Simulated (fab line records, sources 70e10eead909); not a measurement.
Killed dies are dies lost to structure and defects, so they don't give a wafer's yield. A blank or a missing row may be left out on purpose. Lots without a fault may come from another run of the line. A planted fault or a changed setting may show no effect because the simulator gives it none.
Which tool did it? | flow nand_harc | 14 lots, 42 wafers sampled, at 1 step of a route of 1302

WHAT THE GAUGES READ, wafer by wafer
NHARC_P_M0_OVL_MEAS_10: pitch 180 nm. Usual: overlay_x_nm -0.1 nm, standard deviation 0.78; overlay_y_nm -0.2 nm, standard deviation 0.81.
lot  | measured     | on         | overlay_x_nm (nm) | overlay_y_nm (nm) | flag
L240 | day 6 02:50  | overlay-01 | -0.3 0.0 0.6      | -0.6 -0.9 -0.5    |
L241 | day 6 13:19  | overlay-01 | -0.4 -0.5 -0.2    | 0.3 1.2 0.3       |
L245 | day 8 04:10  | overlay-02 | 1.1 0.8 1.2       | -0.7 -1.1 -1.0    |
L244 | day 8 06:01  | overlay-02 | 1.5 1.5 1.4       | -0.8 -0.9 -0.7    |
L246 | day 8 22:10  | overlay-01 | 1.1 0.8 1.0       | -0.9 -0.2 -1.1    |
L253 | day 11 18:00 | overlay-01 | -0.5 -0.6 -0.8    | -0.2 -0.2 -0.1    |
L255 | day 12 02:44 | overlay-02 | -0.7 -1.0 -0.9    | -0.9 -1.3 -0.9    |
L254 | day 12 04:46 | overlay-01 | 0.8 0.0 0.1       | -0.1 -0.2 -0.2    |
L257 | day 13 02:21 | overlay-02 | -1.0 -0.9 -0.4    | 0.7 0.7 0.2       |
L258 | day 13 13:29 | overlay-01 | 0.6 -0.3 0.0      | -0.8 -1.0 0.0     |
L259 | day 13 21:16 | overlay-01 | 0.2 -0.4 0.2      | 0.3 0.8 -0.3      |
L260 | day 14 17:17 | overlay-02 | -1.5 -1.2 -1.6    | -0.9 -0.7 -0.4    |
L262 | day 15 10:16 | overlay-01 | 0.0 -0.1 0.4      | -2.6 -2.0 -2.5    |
L263 | day 15 19:13 | overlay-02 | -1.2 -0.5 -0.4    | -0.1 -0.4 0.5     |

WHICH TOOL RAN EACH LOT (tool, then ch and the chambers of the sampled wafers, then the start)
The record holds no process step before these readings.

WHAT THE TOOLS THEMSELVES READ (means of the sampled wafers that have a number; where no wafer has one, the mark that the record gives instead)
The record holds no such reading with a usual standard deviation.

THE ANSWER, worked out from the rows above alone
Rule: a lot is off if the mean of its wafers that have a number lies more than 3 standard deviations from the usual mean. A lot without any number at a reading at which 4 lots or more have one is off too. The other lots that the step has rows for count as sound. The gauges are gone through in route order, then the tools' own readings, and for those a lot's mean is taken as printed above. The first step at which some lot is off is used, and at that step the reading that is off furthest; a lot without a number counts as furthest.
No lot is off at any reading shown: from this, nothing can be told.

WHAT THE SIMULATOR HAD PUT IN
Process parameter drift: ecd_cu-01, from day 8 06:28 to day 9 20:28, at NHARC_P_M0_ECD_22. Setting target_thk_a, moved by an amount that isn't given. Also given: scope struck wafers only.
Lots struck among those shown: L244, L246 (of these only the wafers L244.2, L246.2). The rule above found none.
